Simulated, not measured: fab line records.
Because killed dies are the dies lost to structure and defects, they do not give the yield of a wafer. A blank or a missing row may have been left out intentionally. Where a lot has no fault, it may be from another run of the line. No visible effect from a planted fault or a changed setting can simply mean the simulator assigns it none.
One fault through the eyes of 2 desks || flow nand harc || numbers are kept per desk, each desk with only its own; the story behind them comes last

== THE TOOL OWNER'S DESK: lpcvd poly-01 ==
The tool's own readings at NHARC_P_GATE_CVD_17 (deposits poly-Si, target thk 150 nm, time 900 s): means of the sampled wafers that have a number, for each lot that ran on this tool. If a lot's mean is further than 4 standard deviations from the usual mean, the lot is out of limits and carries the mark OUT (the distance appears in the brackets).
Columns: A = zone power bottom pct at NHARC_P_GATE_CVD_17, usual 13.6 %
{"lot": "L662", "first seen here": "day 9 22:39", "A": 13.8}
{"lot": "L664", "first seen here": "day 10 23:12", "A": 14.0}
{"lot": "L665", "first seen here": "day 10 23:12", "A": 13.9}
{"lot": "L671", "first seen here": "day 13 10:25", "A": 13.9}
{"lot": "L672", "first seen here": "day 14 08:06", "A": 13.9}
{"lot": "L673", "first seen here": "day 14 08:06", "A": 13.7}
This desk's finding: nothing out of limits on any of the 6 lots.

== THE DEFECT DESK ==
Per lot, the means of the sampled wafers with a number show what the inspections along the route counted. If a lot's mean is further than 4 standard deviations from the usual mean, the lot is out of limits and carries the mark OUT (the distance appears in the brackets).
Columns: A = raw defect count at NHARC_P_GATE_INSPECT_28, usual 6.4; B = raw defect count at NHARC_P_GATE_INSPECT_68, usual 199
{"lot": "L650", "first seen here": "day 5 06:31", "A": 5.7, "B": 154}
{"lot": "L652", "first seen here": "day 6 01:48", "A": 7.0, "B": 235}
{"lot": "L653", "first seen here": "day 6 10:51", "A": 8.0, "B": 175}
{"lot": "L662", "first seen here": "day 10 05:20", "A": "602.0 (+99 or more) OUT", "B": "847 (+10) OUT"}
{"lot": "L665", "first seen here": "day 11 06:15", "A": "572.0 (+99 or more) OUT", "B": "820 (+9.7) OUT"}
{"lot": "L664", "first seen here": "day 11 06:54", "A": "585.7 (+99 or more) OUT", "B": "739 (+8.4) OUT"}
{"lot": "L666", "first seen here": "day 11 18:09", "A": 4.0, "B": 151}
{"lot": "L669", "first seen here": "day 13 02:19", "A": 7.7, "B": 174}
{"lot": "L671", "first seen here": "day 13 15:05", "A": 6.0, "B": 199}
{"lot": "L672", "first seen here": "day 14 12:11", "A": 5.0, "B": 193}
{"lot": "L673", "first seen here": "day 14 12:20", "A": 8.0, "B": 213}
This desk's verdict: out of limits on L662, L664, L665, starting with L662 at day 10 05:20 (raw defect count at NHARC_P_GATE_INSPECT_28). In limits: L650, L652, L653, L666, L669, L671, L672, L673.

== ALL TOGETHER ==
The defect desk could have raised an alarm at day 10 05:20, on L662, L664, L665.
Nothing out of limits was seen by the tool owner's desk.
The tool owner's desk has L662, L664, L665 on record, within its limits.
The lots listed all ran NHARC_P_GATE_CVD_17 on lpcvd poly-01.

== WHAT WAS PUT IN BY THE SIMULATOR ==
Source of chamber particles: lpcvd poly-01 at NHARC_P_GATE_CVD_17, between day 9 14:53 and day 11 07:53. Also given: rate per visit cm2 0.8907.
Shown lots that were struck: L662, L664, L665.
Hours from the fault's start to each desk's first reading out of limits: the defect desk, 14.
